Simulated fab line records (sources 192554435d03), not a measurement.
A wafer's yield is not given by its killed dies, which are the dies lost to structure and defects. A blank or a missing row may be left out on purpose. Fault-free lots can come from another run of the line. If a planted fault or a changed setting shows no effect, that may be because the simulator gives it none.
Chamber matching / flow n5-finfet / N5_BEOL_M0_SAQP_ETCH_73 on rie-diel-01 has 4 sister chambers
The step etches SiARC in CF4, target depth 19.5 nm, time 32.5 s. 7 wafers are shown with their chamber, then 8 later ones without.

== WAFERS PAIRED WITH THEIR CHAMBERS ==
wafer=L080.3; chamber=1; showerhead-plenum-p-Torr (Torr)=2.16; throttle-valve-pct (%)=15.53
wafer=L080.4; chamber=2; showerhead-plenum-p-Torr (Torr)=2.08; throttle-valve-pct (%)=15.30
wafer=L082.1; chamber=1; showerhead-plenum-p-Torr (Torr)=2.15; throttle-valve-pct (%)=15.56
wafer=L084.1; chamber=3; showerhead-plenum-p-Torr (Torr)=2.19; throttle-valve-pct (%)=15.49
wafer=L084.2; chamber=0; showerhead-plenum-p-Torr (Torr)=2.27; throttle-valve-pct (%)=15.68
wafer=L084.6; chamber=3; showerhead-plenum-p-Torr (Torr)=2.19; throttle-valve-pct (%)=15.48
wafer=L087.1; chamber=0; showerhead-plenum-p-Torr (Torr)=2.26; throttle-valve-pct (%)=15.65

== WAFERS MISSING THEIR CHAMBER ==
wafer=L087.2; showerhead-plenum-p-Torr (Torr)=2.19; throttle-valve-pct (%)=15.51
wafer=L087.3; showerhead-plenum-p-Torr (Torr)=2.15; throttle-valve-pct (%)=15.57
wafer=L088.2; showerhead-plenum-p-Torr (Torr)=2.26; throttle-valve-pct (%)=15.66
wafer=L088.5; showerhead-plenum-p-Torr (Torr)=2.19; throttle-valve-pct (%)=15.50
wafer=L088.6; showerhead-plenum-p-Torr (Torr)=2.26; throttle-valve-pct (%)=15.66
wafer=L092.2; showerhead-plenum-p-Torr (Torr)=2.26; throttle-valve-pct (%)=15.70
wafer=L092.4; showerhead-plenum-p-Torr (Torr)=2.07; throttle-valve-pct (%)=15.35
wafer=L092.5; showerhead-plenum-p-Torr (Torr)=2.18; throttle-valve-pct (%)=15.52

== CHAMBER TAKEN BY EACH ==
wafer=L087.2; from the rows above=3; in truth=3
wafer=L087.3; from the rows above=1; in truth=1
wafer=L088.2; from the rows above=0; in truth=0
wafer=L088.5; from the rows above=3; in truth=3
wafer=L088.6; from the rows above=0; in truth=0
wafer=L092.2; from the rows above=0; in truth=0
wafer=L092.4; from the rows above=2; in truth=2
wafer=L092.5; from the rows above=can't be placed: 3 or 1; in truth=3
Placed correctly: 7 of 8. Not placeable from these rows: 1 (in 1, the candidates include the true chamber). Number placed wrongly: 0.
How it was worked out, from the rows above alone: a wafer's distance from a chamber is the root of the sum, over the readings, of the square of ((its reading less the chamber's mean) divided by the reading's scatter). The wafer belongs to the nearest chamber; if the next one is less than 2 further off, it can't be placed. The mean given for a chamber averages the wafers shown for that chamber. The scatter: the root of (the sum of the squares of (reading less its chamber's mean) over the shown wafers, divided by (wafers less chambers)).
